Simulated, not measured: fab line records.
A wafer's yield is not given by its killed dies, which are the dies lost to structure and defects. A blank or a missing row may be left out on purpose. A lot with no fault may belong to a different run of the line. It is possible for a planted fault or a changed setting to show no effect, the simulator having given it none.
fab line records	flow nandHarc	part 2 of 2: steps 26 to 35 of 35
record: lots: 5	wafers: 15	lastDay: 24
route steps=1159 shown A_WL_FILL@817 A_CONTACT@840
lots with no fault: from the same line, run without faults
startH: hours from the record's opening day to when the first of the lot's shown wafers began	waitH: hours from the lot's prior step to this one	" unchanged from the row above	L1.1+2: one row covering several wafers at once	- no value present, or no start provided	* or withheld: withheld	< > ~ a bound
route shown NAME@n: names a module that has steps shown in the file, with the first one's number in the route	usual: average and standard deviation across the fault-free wafers	same: alike in all rows	chamber/n: place in a boat	sites: the reading at each site	_std_site: the standard deviation of these	_edge_site: inner sites' mean taken away from outer sites' mean	radiusMm: how far each site lies from the wafer's centre	mask NAME#n: copy n	behind: the tool/chamber that last shaped the wafer	hold: the reason the lot was held/the length of the hold in hours/how it ended	device: whichever transistor did not switch (one of n, p or np)	end of line: at the end of the route, the tests of the same wafers	for a step that has no rows: nothing shown but its recipe	killed: the dies lost at the first sort to structure and to defects; this is not the yield of the wafer	map: the dies of a wafer, with x for killed, . for not killed, _ for no die there
set.NAME: the setting the step ran with; set.NAME@STEP: the setting that earlier step ran with	model.NAME: the simulator's own value behind a step, which no gauge read
lots seen at some steps along the route; tables by step, rows by wafer
services: from which hour (startH, from the record's first day; less than 0 if before it) a tool's chamber was out of use, for how many hours, and why
== steps ==
step: NHARC_A_CONTACT_COAT_35
recipe: tempC: 225	timeS: 65
usual: chillPlateTempC: 22.99/0.11	heaterPowerTotalW: 446.7/2
lot.wafer	tool	chamber	startH	waitH	chillPlateTempC	heaterPowerTotalW
L074.2	lithoTrack-01	0	-	-	22.94	444.2
L074.5	"	0	"	"	22.95	449.5
L074.6	"	0	"	"	22.94	444.0
L077.3	lithoTrack-04	0	-	-	22.96	445.7
L077.5	"	0	"	"	22.88	446.0
L077.6	"	0	"	"	22.84	448.6
L079.2	lithoTrack-06	0	-	-	22.89	443.9
L079.4	"	0	"	"	22.80	445.0
L079.6	"	0	"	"	22.77	448.3
L081.1	lithoTrack-04	0	-	-	22.97	446.0
L081.5	"	0	"	"	23.04	447.2
L081.6	"	0	"	"	23.03	448.7
L097.3	lithoTrack-01	0	-	-	23.07	444.9
L097.4	"	0	"	"	23.12	444.8
L097.6	"	0	"	"	22.95	445.9
step: NHARC_A_CONTACT_COAT_36
recipe: spinRpm: 1500	resistThkNm: 90
usual: chillPlateTempC: 23.00/0.11
lot.wafer	tool	chamber	startH	waitH	chillPlateTempC
L074.2	lithoTrack-01	0	-	-	23.04
L074.5	"	0	"	"	23.11
L074.6	"	0	"	"	22.92
L077.3	lithoTrack-04	0	-	-	22.97
L077.5	"	0	"	"	22.97
L077.6	"	0	"	"	22.93
L079.2	lithoTrack-06	0	-	-	23.01
L079.4	"	0	"	"	23.10
L079.6	"	0	"	"	23.00
L081.1	lithoTrack-04	0	-	-	23.13
L081.5	"	0	"	"	23.11
L081.6	"	0	"	"	23.12
L097.3	lithoTrack-01	0	-	-	22.98
L097.4	"	0	"	"	22.84
L097.6	"	0	"	"	22.79
step: NHARC_A_CONTACT_SOFTBAKE_37
recipe: tempC: 105	timeS: 55
usual: chillPlateTempC: 23.00/0.1	heaterPowerTotalW: 188.45/0.14
lot.wafer	tool	chamber	startH	waitH	chillPlateTempC	heaterPowerTotalW
L074.2	lithoTrack-01	0	-	-	22.97	188.77
L074.5	"	0	"	"	22.99	188.44
L074.6	"	0	"	"	23.17	188.26
L077.3	lithoTrack-04	0	-	-	22.91	188.52
L077.5	"	0	"	"	23.03	188.38
L077.6	"	0	"	"	22.99	188.29
L079.2	lithoTrack-06	0	-	-	22.93	188.68
L079.4	"	0	"	"	22.82	188.29
L079.6	"	0	"	"	22.89	188.56
L081.1	lithoTrack-04	0	-	-	23.31	188.72
L081.5	"	0	"	"	23.16	188.34
L081.6	"	0	"	"	23.24	188.35
L097.3	lithoTrack-01	0	-	-	22.90	188.78
L097.4	"	0	"	"	23.01	188.35
L097.6	"	0	"	"	22.89	188.57
step: NHARC_A_CONTACT_EBR_38
usual: chillPlateTempC: 23.00/0.11
lot.wafer	tool	chamber	startH	waitH	chillPlateTempC
L074.2	lithoTrack-01	0	-	-	22.89
L074.5	"	0	"	"	23.15
L074.6	"	0	"	"	22.93
L077.3	lithoTrack-04	0	-	-	23.12
L077.5	"	0	"	"	23.07
L077.6	"	0	"	"	23.03
L079.2	lithoTrack-06	0	-	-	23.12
L079.4	"	0	"	"	22.90
L079.6	"	0	"	"	22.96
L081.1	lithoTrack-04	0	-	-	23.05
L081.5	"	0	"	"	22.96
L081.6	"	0	"	"	23.02
L097.3	lithoTrack-01	0	-	-	23.00
L097.4	"	0	"	"	22.93
L097.6	"	0	"	"	23.06
step: NHARC_A_CONTACT_EXPOSE_39
recipe: na: 1.35	sigmaOuter: 0.8	doseMj: 58.79	maskId: A_CC_3
lot.wafer	tool	chamber	startH	waitH	mask
L074.2+5+6	arfiScanner-03	0	369.79	-	A_CC_3#0
L077.3+5+6	arfiScanner-02	0	375.17	-	A_CC_3#0
L079.2+4+6	arfiScanner-03	0	402.57	-	A_CC_3#0
L081.1+5+6	arfiScanner-01	0	405.58	-	A_CC_3#0
L097.3+4+6	arfiScanner-02	0	500.81	-	A_CC_3#0
step: NHARC_A_CONTACT_PEB_40
recipe: pebTempC: 100	pebTimeS: 65
usual: chillPlateTempC: 23.00/0.1	heaterPowerTotalW: 156.6/0.45
lot.wafer	tool	chamber	startH	waitH	chillPlateTempC	heaterPowerTotalW
L074.2	lithoTrack-06	0	369.85	0.1	22.95	156.1
L074.5	"	0	"	"	22.96	156.1
L074.6	"	0	"	"	22.78	156.9
L077.3	lithoTrack-04	0	375.23	0.0	22.95	156.1
L077.5	"	0	"	"	22.98	157.1
L077.6	"	0	"	"	22.94	156.2
L079.2	lithoTrack-01	0	402.63	0.1	22.93	157.1
L079.4	"	0	"	"	23.02	157.1
L079.6	"	0	"	"	22.92	156.1
L081.1	lithoTrack-01	0	405.64	0.1	23.05	156.0
L081.5	"	0	"	"	22.95	156.1
L081.6	"	0	"	"	23.02	156.6
L097.3	lithoTrack-01	0	500.86	0.0	23.01	157.1
L097.4	"	0	"	"	23.12	155.9
L097.6	"	0	"	"	23.03	156.3
step: NHARC_A_CONTACT_DEVELOP_41
recipe: developTimeS: 35	devTempC: 23
usual: chillPlateTempC: 23.00/0.1
lot.wafer	tool	chamber	startH	waitH	chillPlateTempC
L074.2	lithoTrack-06	0	-	-	23.02
L074.5	"	0	"	"	23.08
L074.6	"	0	"	"	23.09
L077.3	lithoTrack-04	0	-	-	23.18
L077.5	"	0	"	"	22.96
L077.6	"	0	"	"	23.01
L079.2	lithoTrack-01	0	-	-	22.93
L079.4	"	0	"	"	22.96
L079.6	"	0	"	"	23.05
L081.1	lithoTrack-01	0	-	-	23.03
L081.5	"	0	"	"	22.93
L081.6	"	0	"	"	22.88
L097.3	lithoTrack-01	0	-	-	22.84
L097.4	"	0	"	"	22.87
L097.6	"	0	"	"	22.96
step: NHARC_A_CONTACT_CD_MEAS_42
recipe: targetCdNm: 200	landingEnergyEv: 500
usual: cdNm: 199.8/0.7
same: landingEnergyEv: 500
lot.wafer	tool	chamber	startH	waitH	cdNm
L074.2	cdSem-01	0	369.93	-	200.4
L074.5	"	0	"	"	200.3
L074.6	"	0	"	"	199.8
L077.3	cdSem-03	0	375.31	-	199.0
L077.5	"	0	"	"	200.1
L077.6	"	0	"	"	199.7
L079.2	cdSem-03	0	402.71	-	200.1
L079.4	"	0	"	"	200.1
L079.6	"	0	"	"	200.4
L081.1	cdSem-03	0	405.72	-	200.1
L081.5	"	0	"	"	200.8
L081.6	"	0	"	"	201.3
L097.3	cdSem-03	0	500.95	-	201.1
L097.4	"	0	"	"	200.5
L097.6	"	0	"	"	200.6
step: NHARC_A_CONTACT_OVL_MEAS_43
usual: overlayXNm: 0.0/0.66	overlayYNm: 0.1/0.9
lot.wafer	tool	chamber	startH	waitH	overlayXNm	overlayYNm
L074.2	overlay-02	-	370.02	-	-0.4	1.2
L074.5	"	-	"	"	-0.8	0.2
L074.6	"	-	"	"	-0.6	0.0
L077.3	overlay-01	-	375.40	-	-0.6	0.3
L077.5	"	-	"	"	-0.3	0.7
L077.6	"	-	"	"	-0.4	0.3
L079.2	overlay-01	-	402.79	-	0.2	-1.1
L079.4	"	-	"	"	0.1	-1.1
L079.6	"	-	"	"	0.5	-0.8
L081.1	overlay-01	-	405.81	-	0.0	1.8
L081.5	"	-	"	"	0.0	1.0
L081.6	"	-	"	"	0.0	1.3
L097.3	overlay-02	-	501.03	-	0.4	-0.1
L097.4	"	-	"	"	0.4	-1.3
L097.6	"	-	"	"	0.4	-0.1
step: NHARC_A_CONTACT_INSPECT_44
usual: rawDefectCount: 29/15
lot.wafer	tool	chamber	startH	waitH	rawDefectCount
L074.2	defectInspect-02	-	370.05	0.0	31
L074.5	"	-	"	"	38
L074.6	"	-	"	"	22
L077.3	defectInspect-02	-	375.43	0.0	12
L077.5	"	-	"	"	13
L077.6	"	-	"	"	6
L079.2	defectInspect-01	-	402.83	0.0	9
L079.4	"	-	"	"	17
L079.6	"	-	"	"	13
L081.1	defectInspect-01	-	405.85	0.0	45
L081.5	"	-	"	"	50
L081.6	"	-	"	"	40
L097.3	defectInspect-02	-	501.07	0.0	37
L097.4	"	-	"	"	31
L097.6	"	-	"	"	37
== services ==
tool	chamber	startH	hours	kind
aldHk-01	-	310.80	1.5	repair
rieDiel-03	2	313.11	21.0	repair
rieDiel-01	-	314.80	9.0	pm
lithoTrack-04	-	316.00	7.0	pm
pecvd-03	1	317.13	7.1	repair
wetBench-03	-	322.40	8.0	pm
rieDiel-03	0	326.91	2.7	repair
cmp-01	-	330.72	6.4	repair
rieMetal-01	-	332.00	9.0	pm
pecvd-02	-	334.02	13.0	pm
cmp-01	-	346.05	1.5	repair
pecvd-03	-	350.68	0.5	repair
rieSi-05	0	350.92	1.8	repair
furnace-02	-	375.55	2.5	repair
wetBench-01	-	389.60	8.0	pm
rieDiel-03	-	392.30	9.0	pm
wetBench-09	-	393.70	24.2	repair
rieDiel-03	-	426.01	1.8	repair
lithoTrack-01	-	443.00	7.0	pm
wetBench-09	-	464.82	8.0	pm
lithoTrack-06	-	467.00	7.0	pm
lithoTrack-04	-	491.00	7.0	pm
rieDiel-01	-	491.80	9.0	pm
wetBench-03	-	498.40	8.0	pm
